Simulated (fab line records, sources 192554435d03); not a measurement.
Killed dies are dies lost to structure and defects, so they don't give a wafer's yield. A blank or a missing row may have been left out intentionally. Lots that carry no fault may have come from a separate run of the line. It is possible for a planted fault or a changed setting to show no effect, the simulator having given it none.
fab line records	flow n5Finfet
[record] lots = 6	wafers = 18	lastDay = 19
route steps=1938 shown BEOL_M9@1410
lots with no fault: from the same line, run without faults
startH: hours from the record's opening day to when the first of the lot's shown wafers began	waitH: hours since the lot's step before	" as in the row above	L1.1+2: several wafers, shown together as one row	- value missing, or start not given	* or withheld: withheld	< > ~ a bound
route shown NAME@n: names a module that has steps shown in the file, with the first one's number in the route	usual: the fault-free wafers' mean and standard deviation	same: alike in all rows	chamber/n: place in a boat	sites: the reading at each site	_std_site: the standard deviation of these	_edge_site: inner sites' mean taken away from outer sites' mean	radiusMm: how far each site lies from the wafer's centre	mask NAME#n: copy n	behind: the last tool/chamber to shape the wafer	hold: reason for holding the lot/hours on hold/outcome of the hold	device: the n, p or np transistor that did not switch	end of line: the route-end tests of the same wafers	a step with no rows: only its recipe	killed: at the first sort, the dies lost to defects and structure; wafer yield is something else	map: a wafer's dies, marking killed ones x, the rest . and places with no die _
set.NAME: the run value of the setting; set.NAME@STEP: its run value at that earlier step	model.NAME: the simulator's own value behind a step, which no gauge read
lots at selected steps of the route; one table per step, one row per wafer
services: from which hour (startH, from the record's first day; less than 0 if before it) a tool's chamber was out of use, for how many hours, and why
[[steps]]
[step N5_BEOL_M9_SOFTBAKE_06]
[recipe] tempC = 110	timeS = 60	resist = CAR-ArF
[step N5_BEOL_M9_EXPOSE_08]
[recipe] maskId = M9	na = 1.35	sourceShape = dipole	sigmaInner = 0.411	sigmaOuter = 0.611	polarization = te	doseMj = 53.75
[step N5_BEOL_M9_PEB_09]
[recipe] pebTempC = withheld	pebTimeS = 60	resist = CAR-ArF
[step N5_BEOL_M9_DEVELOP_10]
[recipe] developTimeS = 30	developer = TMAH	resist = CAR-ArF	rinseLiquid = diw	dry = airSpin	devTempC = 23
[step N5_BEOL_M9_CD_MEAS_11]
[recipe] targetCdNm = 64.1	landingEnergyEv = 500	detector = seInlens	polarity = opening
[usual] cdNm = 64.2/0.79
lot.wafer	tool	chamber	startH	waitH	cdNm
L941.1	cdSem-03	0	226.54	-	64.1
L941.3	"	0	"	"	64.3
L941.6	"	0	"	"	64.7
L945.3	cdSem-02	0	238.18	-	64.5
L945.4	"	0	"	"	63.9
L945.5	"	0	"	"	65.3
L959.2	cdSem-01	0	310.49	-	63.4
L959.3	"	0	"	"	63.7
L959.6	"	0	"	"	64.2
L958.2	cdSem-01	0	319.85	-	63.4
L958.5	"	0	"	"	63.3
L958.6	"	0	"	"	64.9
L962.2	cdSem-01	0	355.19	-	64.3
L962.5	"	0	"	"	64.2
L962.6	"	0	"	"	63.5
L963.1	cdSem-03	0	380.43	-	65.2
L963.2	"	0	"	"	65.2
L963.6	"	0	"	"	66.1
[step N5_BEOL_M9_OVL_MEAS_12]
[recipe] pointsPerWafer = 44
[usual] M9_OVL = 0.0/0.88
lot.wafer	tool	chamber	startH	waitH	M9_OVL[nm]
L941.1	overlay-01	0	226.57	0.0	0.6
L941.3	"	0	"	"	0.0
L941.6	"	0	"	"	0.7
L945.3	overlay-01	0	238.20	0.0	-0.5
L945.4	"	0	"	"	0.9
L945.5	"	0	"	"	-0.5
L959.2	overlay-01	0	310.52	0.0	-2.5
L959.3	"	0	"	"	-1.8
L959.6	"	0	"	"	-0.6
L958.2	overlay-02	0	319.88	0.0	-0.7
L958.5	"	0	"	"	-2.3
L958.6	"	0	"	"	-1.4
L962.2	overlay-01	0	355.22	0.0	0.4
L962.5	"	0	"	"	-0.2
L962.6	"	0	"	"	-0.4
L963.1	overlay-02	0	380.46	0.0	-0.2
L963.2	"	0	"	"	-1.1
L963.6	"	0	"	"	-0.7
[step N5_BEOL_M9_INSPECT_13]
[recipe] mode = adi	inspectInstrument = brightfield
[usual] rawDefectCount = 415/82
lot.wafer	tool	chamber	startH	waitH	rawDefectCount
L941.1	defectInspect-01	-	226.59	0.0	503
L941.3	"	-	"	"	476
L941.6	"	-	"	"	432
L945.3	defectInspect-02	-	238.23	0.0	387
L945.4	"	-	"	"	349
L945.5	"	-	"	"	379
L959.2	defectInspect-01	-	310.54	0.0	345
L959.3	"	-	"	"	303
L959.6	"	-	"	"	426
L958.2	defectInspect-02	-	319.91	0.0	290
L958.5	"	-	"	"	484
L958.6	"	-	"	"	334
L962.2	defectInspect-02	-	355.25	0.0	362
L962.5	"	-	"	"	459
L962.6	"	-	"	"	453
L963.1	defectInspect-01	-	380.48	0.0	387
L963.2	"	-	"	"	425
L963.6	"	-	"	"	463
[step N5_BEOL_M9_DESCUM_16]
[recipe] chemistry = O2	timeS = 7.9	sourcePowerW = 50	biasPowerW = 20	pressureMtorr = 20	rfFrequencyHz = 2.712e+07	tempC = 40	resist = CAR-ArF	o2FlowSccm = 225
[usual] drypumpMotorCurrentA = 5.5/0.5	oesProductAu = 0.81/0.092	rfVppV = 243.6/1.2	showerheadPlenumPTorr = 2.13/0.076	throttleValvePct = 20.4/0.34
lot.wafer	tool	chamber	startH	waitH	drypumpMotorCurrentA	oesProductAu	rfHoursCounterH	rfVppV	showerheadPlenumPTorr	throttleValvePct
L941.1	rieDiel-04	2	226.63	0.0	4.9	0.80	100	243.5	2.14	20.5
L941.3	"	0	"	"	5.3	0.91	23	245.6	2.25	20.2
L941.6	"	2	"	"	4.9	0.81	-	244.9	2.14	20.5
L945.3	rieDiel-02	2	238.26	0.0	5.7	0.97	3	242.3	2.09	20.6
L945.4	"	0	"	"	6.0	0.72	205	242.3	2.07	20.6
L945.5	"	1	"	"	5.8	0.70	-	243.9	2.16	20.6
L959.2	rieDiel-05	3	310.79	0.2	5.3	0.91	18	242.2	2.07	20.6
L959.3	"	0	"	"	6.5	0.68	232	244.9	2.15	20.8
L959.6	"	0	"	"	6.5	0.67	-	243.6	2.15	20.8
L958.2	rieDiel-04	0	319.94	0.0	5.2	0.85	50	245.6	2.24	20.2
L958.5	"	0	"	"	5.3	0.85	-	244.7	2.24	20.2
L958.6	"	1	"	"	6.2	0.95	-	247.1	2.25	20.6
L962.2	rieDiel-05	3	355.32	0.1	5.3	0.88	30	244.0	2.07	20.6
L962.5	"	3	"	"	5.3	0.89	-	243.4	2.07	20.6
L962.6	"	0	"	"	6.5	0.67	-	244.2	2.14	20.8
L963.1	rieDiel-02	3	380.53	0.1	5.3	0.80	93	245.2	2.21	20.4
L963.2	"	2	"	"	5.7	0.87	39	243.2	2.07	20.7
L963.6	"	0	"	"	6.1	0.68	-	242.9	2.06	20.7
[step N5_BEOL_M9_ETCH_61]
[recipe] chemistry = CF4	target = SiARC	targetDepthA = 390	maskMaterial = CAR-ArF	timeS = 65	ionEnergyEv = 80	pressureMtorr = 40	sourceW = 545	biasW = 36	Ar_flow_sccm = 100	cf4FlowSccm = 100	ends = cleared
[usual] cf4FlowSccm = 100.0/0.32	drypumpMotorCurrentA = 5.5/0.5	etchRfOnTimeS = 65.7/2	oesProductAu = 0.70/0.08	rfVppV = 184.5/0.92	showerheadPlenumPTorr = 2.17/0.068	throttleValvePct = 15.5/0.3
lot.wafer	tool	chamber	startH	waitH	cf4FlowSccm	drypumpMotorCurrentA	etchRfOnTimeS	oesProductAu	rfHoursCounterH	rfVppV	showerheadPlenumPTorr	throttleValvePct
L941.1	rieDiel-04	2	226.66	0.0	99.6	4.9	64.0	0.69	100	184.9	2.16	15.5
L941.3	"	0	"	"	99.6	5.3	67.0	0.77	23	185.6	2.26	15.0
L941.6	"	2	"	"	99.5	4.9	64.0	0.68	-	184.6	2.16	15.5
L945.3	rieDiel-02	2	238.30	0.0	100.9	5.6	62.0	0.84	3	184.6	2.12	15.6
L945.4	"	0	"	"	99.9	6.0	67.7	0.61	205	183.0	2.13	15.8
L945.5	"	1	"	"	99.9	5.9	66.0	0.60	-	184.5	2.21	15.9
L959.2	rieDiel-05	3	310.82	0.0	100.1	5.3	63.7	0.79	18	184.2	2.09	15.5
L959.3	"	0	"	"	100.3	6.4	66.6	0.58	232	185.2	2.20	16.0
L959.6	"	0	"	"	99.7	6.5	66.7	0.58	-	184.3	2.20	16.0
L958.2	rieDiel-04	0	319.98	0.0	99.9	5.3	67.3	0.72	50	184.8	2.25	15.1
L958.5	"	0	"	"	100.6	5.3	67.3	0.72	-	185.4	2.25	15.1
L958.6	"	1	"	"	100.1	6.2	64.0	0.81	-	184.6	2.30	15.6
L962.2	rieDiel-05	3	355.36	0.0	100.3	5.3	63.5	0.77	30	183.6	2.09	15.6
L962.5	"	3	"	"	99.9	5.3	63.9	0.76	-	183.8	2.09	15.6
L962.6	"	0	"	"	99.9	6.5	67.2	0.58	-	185.5	2.19	16.0
L963.1	rieDiel-02	3	380.57	0.0	99.8	5.4	67.0	0.69	93	184.8	2.24	15.5
L963.2	"	2	"	"	100.2	5.6	64.3	0.75	39	184.0	2.11	15.7
L963.6	"	0	"	"	99.9	6.1	70.2	0.57	-	184.8	2.12	15.9
[step N5_BEOL_M9_ETCH_62]
[recipe] chemistry = N2/H2	target = SOC	targetDepthA = 1100	overetchA = 220	maskMaterial = SiARC	tempC = 40	timeS = 165	ionEnergyEv = 200	pressureMtorr = 30	sourceW = 840	biasW = 150	n2FlowSccm = 200	h2FlowSccm = 200
[usual] drypumpMotorCurrentA = 5.5/0.5	oesProductAu = 0.69/0.074	rfVppV = 525.0/2.5	showerheadPlenumPTorr = 2.58/0.077	throttleValvePct = 17.8/0.34
lot.wafer	tool	chamber	startH	waitH	drypumpMotorCurrentA	oesProductAu	rfHoursCounterH	rfVppV	showerheadPlenumPTorr	throttleValvePct
L941.1	rieDiel-04	2	226.71	0.0	4.9	0.67	100	524.6	2.57	17.7
L941.3	"	0	"	"	5.3	0.78	23	528.4	2.68	17.1
L941.6	"	2	"	"	4.9	0.67	-	524.6	2.57	17.7
L945.3	rieDiel-02	2	238.35	0.0	5.6	0.82	3	522.8	2.50	17.8
L945.4	"	0	"	"	6.0	0.62	206	523.2	2.52	18.0
L945.5	"	1	"	"	5.9	0.61	-	527.5	2.65	18.3
L959.2	rieDiel-05	3	310.87	0.0	5.3	0.77	18	522.4	2.51	18.0
L959.3	"	0	"	"	6.5	0.59	232	525.4	2.60	18.2
L959.6	"	0	"	"	6.5	0.59	-	526.1	2.60	18.2
L958.2	rieDiel-04	0	320.03	0.0	5.3	0.73	50	529.7	2.67	17.2
L958.5	"	0	"	"	5.2	0.73	-	529.5	2.67	17.2
L958.6	"	1	"	"	6.2	0.80	-	528.3	2.71	17.9
L962.2	rieDiel-05	3	355.41	0.0	5.3	0.75	30	523.6	2.51	18.0
L962.5	"	3	"	"	5.3	0.75	-	522.6	2.51	18.1
L962.6	"	0	"	"	6.5	0.59	-	526.4	2.59	18.2
L963.1	rieDiel-02	3	380.62	0.0	5.4	0.69	93	529.4	2.69	17.9
L963.2	"	2	"	"	5.7	0.74	39	522.2	2.48	17.8
L963.6	"	0	"	"	6.0	0.59	-	523.0	2.50	18.1
[step N5_BEOL_M9_STRIP_68]
[recipe] chemistry = N2/H2	tempC = 40	n2FlowSccm = 200	h2FlowSccm = 200	rfFrequencyHz = 6e+07
[step N5_BEOL_M9_STRIP_67]
[recipe] chemistry = CF4	resist = SiARC	powerW = 300	biasPowerW = 75	pressureMtorr = 50	cf4FlowSccm = 150	rfFrequencyHz = 6e+07
[usual] cf4FlowSccm = 150.0/0.5	drypumpMotorCurrentA = 5.5/0.5	oesProductAu = 0.82/0.087	rfVppV = 271.6/1.5	showerheadPlenumPTorr = 1.81/0.054	throttleValvePct = 13.5/0.31
lot.wafer	tool	chamber	startH	waitH	cf4FlowSccm	drypumpMotorCurrentA	oesProductAu	rfHoursCounterH	rfVppV	showerheadPlenumPTorr	throttleValvePct
L941.1	rieDiel-04	2	226.86	0.0	149.5	4.9	0.81	100	271.3	1.80	13.5
L941.3	"	0	"	"	150.3	5.3	0.91	23	274.9	1.89	13.0
L941.6	"	2	"	"	149.8	4.9	0.80	-	272.4	1.80	13.5
L945.3	rieDiel-02	2	238.49	0.0	149.2	5.7	0.96	3	271.7	1.78	13.5
L945.4	"	0	"	"	149.0	6.0	0.73	206	271.5	1.79	13.8
L945.5	"	1	"	"	149.5	5.8	0.72	-	271.5	1.85	13.9
L959.2	rieDiel-05	3	311.02	0.0	150.6	5.3	0.90	19	270.0	1.77	13.5
L959.3	"	0	"	"	149.5	6.5	0.69	232	272.0	1.82	13.9
L959.6	"	0	"	"	149.7	6.4	0.69	-	274.1	1.82	13.9
L958.2	rieDiel-04	0	320.17	0.0	150.1	5.3	0.87	50	273.1	1.89	13.1
L958.5	"	0	"	"	149.8	5.3	0.87	-	272.6	1.89	13.1
L958.6	"	1	"	"	150.0	6.2	0.95	-	274.2	1.92	13.5
L962.2	rieDiel-05	3	355.55	0.0	149.4	5.3	0.88	30	271.1	1.77	13.6
L962.5	"	3	"	"	150.1	5.3	0.88	-	268.3	1.77	13.6
L962.6	"	0	"	"	150.0	6.5	0.68	-	272.1	1.81	13.9
L963.1	rieDiel-02	3	380.76	0.0	150.5	5.4	0.81	93	273.3	1.88	13.5
L963.2	"	2	"	"	150.2	5.6	0.87	39	271.9	1.77	13.6
L963.6	"	0	"	"	150.8	6.0	0.71	-	269.9	1.78	13.9
[step N5_BEOL_M9_HM_OPEN_17]
[recipe] chemistry = Cl2/BCl3	targetDepthA = 200	overetchA = 60	target = TiN	maskMaterial = SOC	ionEnergyEv = 150	pressureMtorr = 10	icpW = 1000	biasW = 126	Cl2_flow_sccm = 53.25	bcl3FlowSccm = 21.75	Ar_flow_sccm = 25
[usual] drypumpMotorCurrentA = 5.6/0.34	oesProductAu = 0.68/0.088	throttleValvePct = 21.99/0.2
lot.wafer	tool	chamber	startH	waitH	drypumpMotorCurrentA	oesProductAu	rfHoursCounterH	throttleValvePct	model.SOC_of_BEOL_M9_COAT_59.thkNm
L941.1	rieMetal-01	0	226.90	0.0	5.0	0.48	157	22.47	92.2
L941.3	"	0	"	"	5.0	0.49	-	22.46	92
L941.6	"	0	"	"	5.0	0.48	-	22.46	92.4
L945.3	rieMetal-03	1	238.56	0.1	5.7	0.64	-	22.02	92
L945.4	"	0	"	"	5.6	0.76	-	21.86	91.4
L945.5	"	1	"	"	5.6	0.65	-	21.99	92.4
L959.2	rieMetal-01	1	311.11	0.1	5.5	0.71	22	21.79	87.8
L959.3	"	1	"	"	5.4	0.70	-	21.80	91.4
L959.6	"	1	"	"	5.5	0.70	-	21.80	91.6
L958.2	rieMetal-01	0	320.21	0.0	5.0	0.81	4	21.81	88.2
L958.5	"	0	"	"	5.0	0.80	-	21.84	92
L958.6	"	1	"	"	5.4	0.70	-	21.79	91.8
L962.2	rieMetal-03	0	355.59	0.0	5.7	0.73	24	21.92	92.2
L962.5	"	1	"	"	5.7	0.62	-	22.04	92.6
L962.6	"	0	"	"	5.6	0.72	-	21.93	92
L963.1	rieMetal-02	1	380.80	0.0	5.5	0.66	46	21.89	92.6
L963.2	"	0	"	"	6.1	0.68	34	22.06	92.2
L963.6	"	0	"	"	6.1	0.69	-	22.05	92
[step N5_BEOL_M9_STRIP_19]
[recipe] chemistry = O2	powerW = 400	tempC = 40	pressureMtorr = 30	rfFrequencyHz = 6e+07	biasPowerW = 0	overashFraction = 0.2	o2FlowSccm = 225
[usual] drypumpMotorCurrentA = 5.5/0.49	oesProductAu = 0.82/0.09	rfVppV = 3.7/0.64	showerheadPlenumPTorr = 2.14/0.08	throttleValvePct = 16.6/0.31
lot.wafer	tool	chamber	startH	waitH	drypumpMotorCurrentA	oesProductAu	rfHoursCounterH	rfVppV	showerheadPlenumPTorr	throttleValvePct
L941.1	rieDiel-04	3	227.13	0.2	5.0	0.87	41	3.2	2.10	16.0
L941.3	"	1	"	"	6.2	0.69	244	3.3	2.00	17.0
L941.6	"	2	"	"	4.9	0.80	-	2.5	2.14	16.8
L945.3	rieDiel-02	2	238.64	0.1	5.7	0.97	3	4.7	2.09	16.8
L945.4	"	0	"	"	6.1	0.72	206	3.1	2.08	16.9
L945.5	"	2	"	"	5.6	0.96	-	4.8	2.09	16.8
L959.2	rieDiel-04	0	311.31	0.2	5.3	0.86	47	3.5	2.25	16.4
L959.3	"	2	"	"	4.9	0.77	128	3.3	2.13	16.8
L959.6	"	0	"	"	5.2	0.85	-	4.1	2.25	16.4
L958.2	rieDiel-04	3	320.42	0.2	5.0	0.82	73	4.1	2.09	16.1
L958.5	"	2	"	"	4.9	0.76	-	4.4	2.13	16.8
L958.6	"	1	"	"	6.2	0.95	-	3.7	2.26	16.7
L962.2	rieDiel-02	0	355.71	0.1	6.0	0.69	240	4.0	2.07	16.9
L962.5	"	2	"	"	5.7	0.89	-	3.5	2.08	16.9
L962.6	"	1	"	"	5.9	0.69	-	3.6	2.15	17.0
L963.1	rieDiel-04	2	381.00	0.2	4.9	0.74	149	3.5	2.12	16.9
L963.2	"	3	"	"	5.0	0.80	91	3.6	2.08	16.1
L963.6	"	3	"	"	5.0	0.80	-	3.8	2.08	16.1
[[services]]
tool	chamber	startH	hours	kind
rieDiel-02	2	204.99	-	clean
rieDiel-02	2	204.99	-	consumableReplace:focusRing
rieDiel-02	2	204.99	19.7	scheduledDown
rieDiel-02	2	204.99	19.7	ventCycle
rieDiel-05	3	222.62	-	clean
rieDiel-05	3	222.62	-	consumableReplace:focusRing
rieDiel-05	3	222.62	24.3	scheduledDown
rieDiel-05	3	222.62	24.3	ventCycle
rieDiel-05	-	229.87	0.2	repair
rieDiel-04	1	253.38	-	clean
rieDiel-04	1	253.38	-	consumableReplace:focusRing
rieDiel-04	1	253.38	-	consumableReplace:showerhead
rieDiel-04	1	253.38	17.5	scheduledDown
rieDiel-04	1	253.38	17.5	ventCycle
rieMetal-03	-	254.30	4.3	pm
rieMetal-01	-	261.70	2.3	repair
rieMetal-01	-	265.24	2.8	pm
rieDiel-02	2	266.68	5.1	repair
rieMetal-01	-	296.78	2.4	repair
rieDiel-05	1	305.69	-	clean
rieDiel-05	1	305.69	-	consumableReplace:focusRing
rieDiel-05	-	319.34	2.8	pm
rieDiel-04	0	324.21	1.2	repair
rieDiel-02	-	330.92	3.4	repair
[[key]]
firstSign none at tools or gauges
[modelEffect] step = N5_BEOL_M9_HM_OPEN_17	value = SOC_of_BEOL_M9_COAT_59.thkNm	without = 91.7	struck = 88
metAt N5_BEOL_M9_HM_OPEN_17
struckWafers L958.2,L959.2
[baselineLoss] step = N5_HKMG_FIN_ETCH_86	wafers = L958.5
onsetBetween 226.90 311.11
[fault] kind = processParameterDrift	tool = rieMetal-01	chamber = -	onsetH = 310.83	steps = N5_BEOL_M9_HM_OPEN_17	channel = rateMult	offset = 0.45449	shape = step	endH = 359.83	scope = struckWafersOnly
// baselineLoss: these wafers lose ten dies or more at that step, a loss of the line's own and not of a fault; the sort's usual values leave them out
